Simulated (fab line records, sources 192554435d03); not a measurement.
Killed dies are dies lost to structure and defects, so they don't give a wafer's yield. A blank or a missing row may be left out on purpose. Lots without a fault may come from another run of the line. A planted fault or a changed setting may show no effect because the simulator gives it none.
Chamber matching | flow n5_finfet | N5_BEOL_M7_VIA_ETCH_34 on rie_diel-04: 4 sister chambers
The step etches SiCOH lowk in C4F6/O2, target depth 125.5 nm, time 50.5 s. 22 wafers are shown with their chamber, then 11 later ones without.

WAFERS WITH THEIR CHAMBER
wafer  | chamber | rf_vpp_V (V) | showerhead_plenum_p_Torr (Torr) | throttle_valve_pct (%)
L077.1 | 2       | 671          | 2.77                            | 20.25
L077.2 | 1       | 688          | 2.92                            | 21.07
L077.5 | 2       | 670          | 2.77                            | 20.25
L076.2 | 2       | 672          | 2.77                            | 20.24
L076.3 | 3       | 670          | 2.92                            | 20.78
L076.5 | 3       | 669          | 2.92                            | 20.78
L080.2 | 0       | 644          | 2.93                            | 20.74
L080.5 | 1       | 687          | 2.91                            | 21.10
L080.6 | 2       | 670          | 2.76                            | 20.25
L082.1 | 2       | 671          | 2.76                            | 20.25
L082.3 | 1       | 688          | 2.91                            | 21.09
L082.5 | 2       | 671          | 2.76                            | 20.25
L085.1 | 0       | 643          | 2.93                            | 20.74
L085.2 | 2       | 670          | 2.76                            | 20.28
L085.6 | 2       | 670          | 2.76                            | 20.25
L087.3 | 0       | 645          | 2.93                            | 20.74
L087.4 | 1       | 688          | 2.91                            | 21.09
L087.5 | 2       | 671          | 2.76                            | 20.26
L086.3 | 2       | 671          | 2.76                            | 20.26
L086.4 | 3       | 669          | 2.91                            | 20.80
L086.5 | 2       | 670          | 2.76                            | 20.26
L090.3 | 1       | 688          | 2.91                            | 20.74

SIGNATURES (means of the wafers above)
reading                  | chamber 0 | chamber 1 | chamber 2 | chamber 3 | scatter within a chamber
rf_vpp_V                 | 644.00    | 687.80    | 670.64    | 669.33    | 0.667
showerhead_plenum_p_Torr | 2.9300    | 2.9120    | 2.7627    | 2.9167    | 0.0045
throttle_valve_pct       | 20.7400   | 21.0180   | 20.2545   | 20.7867   | 0.0739
Rule: a wafer's distance from a chamber is the root of the sum, over the readings, of the square of ((its reading less the chamber's mean) divided by the reading's scatter). The wafer belongs to the nearest chamber; if the next one is less than 2 further off, it can't be placed. The scatter: the root of (the sum of the squares of (reading less its chamber's mean) over the shown wafers, divided by (wafers less chambers)).

WAFERS WITHOUT THEIR CHAMBER
wafer  | rf_vpp_V (V) | showerhead_plenum_p_Torr (Torr) | throttle_valve_pct (%)
L090.4 | 642          | 2.92                            | 20.77
L090.5 | 643          | 2.92                            | 20.75
L091.1 | 688          | 2.90                            | 20.72
L091.2 | 644          | 2.92                            | 20.78
L091.3 | 669          | 2.91                            | 20.83
L097.2 | 667          | 2.90                            | 20.84
L097.4 | 687          | 2.90                            | 20.75
L097.5 | 643          | 2.91                            | 20.78
L095.2 | 671          | 2.75                            | 20.28
L095.3 | 669          | 2.90                            | 20.82
L095.4 | 643          | 2.91                            | 20.77

WHICH CHAMBER EACH WENT THROUGH
wafer  | from the rows above | in truth
L090.4 | 0                   | 0
L090.5 | 0                   | 0
L091.1 | 1                   | 1
L091.2 | 0                   | 0
L091.3 | 3                   | 3
L097.2 | 3                   | 3
L097.4 | 1                   | 1
L097.5 | 0                   | 0
L095.2 | 2                   | 2
L095.3 | 3                   | 3
L095.4 | 0                   | 0
Placed correctly: 11 of 11. Can't be placed from these rows: 0. Placed wrongly: 0.
